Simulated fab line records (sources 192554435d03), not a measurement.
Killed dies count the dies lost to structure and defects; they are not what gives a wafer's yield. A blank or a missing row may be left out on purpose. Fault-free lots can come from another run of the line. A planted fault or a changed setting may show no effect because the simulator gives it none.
Which tool did it? ; flow n5Finfet ; 24 lots, 72 wafers sampled, at 1 step of a route of 1938

WHAT THE GAUGES SHOWED, per wafer
N5_BEOL_M14_OVL_MEAS_11.
lot;measured;on;V13_OVL (nm)
L074;day 10 13:38;overlay-02;3 -4 -3
L076;day 11 06:11;overlay-02;-4 4 -8
L075;day 11 06:35;overlay-02;5 13 13
L079;day 11 14:27;overlay-01;7 -13 6
L077;day 11 14:49;overlay-01;4 7 9
L078;day 11 16:25;overlay-02;10 8 5
L081;day 12 08:26;overlay-01;1 4 6
L080;day 12 15:58;overlay-01;6 8 5
L082;day 12 21:58;overlay-01;4 8 3
L084;day 13 14:04;overlay-01;8 6 10
L083;day 13 15:07;overlay-01;5 4 5
L085;day 13 19:24;overlay-01;6 1 6
L086;day 13 19:28;overlay-02;1 -1 -1
L088;day 14 15:07;overlay-01;-7 -3 1
L087;day 14 15:23;overlay-01;-3 -5 -9
L089;day 15 04:24;overlay-01;4 4 3
L091;day 15 04:50;overlay-01;6 8 15
L093;day 15 05:40;overlay-02;5 4 -10
L090;day 15 10:38;overlay-01;2 4 6
L092;day 15 13:07;overlay-01;-6 -2 3
L094;day 16 02:45;overlay-01;-2 -3 -5
L096;day 16 10:03;overlay-01;-5 6 1
L095;day 16 11:11;overlay-02;-1 -2 1
L097;day 16 17:07;overlay-02;9 2 2

WHAT TOOL EACH LOT RAN ON (gives the tool, then ch and the chambers of the sampled wafers, and finally the start)
The record shows no process step preceding these readings.

AS READ BY THE TOOLS THEMSELVES (means over the sampled wafers that have a number; for cases with no such wafer, the mark the record gives instead)
The record holds no such reading with a usual standard deviation.

THE ANSWER, worked out from the rows above alone
Rule: usual is defined by the lots themselves. The widest of any qualifying gaps counts: lots, ordered by their means at a reading, are off when they make up no more than a third of the lots, leave a main group of 4 or more, and stand apart from it by 3 or more times the standard deviation of that group's means. If all means in a main group match to the digits the tables above print for the reading, that group is not used. Also off: a lot with no number at a reading for which 4 or more lots have one. The other lots that the step has rows for count as sound. After the gauges, taken in route order, come the tools' own readings; for these a lot's mean is taken, as printed above. The first step at which some lot is off is used, and at that step the reading that is off furthest; a lot without a number counts as furthest.
Across all readings shown, no lot is off: no conclusion can be drawn from this.

WHAT THE SIMULATOR PUT IN
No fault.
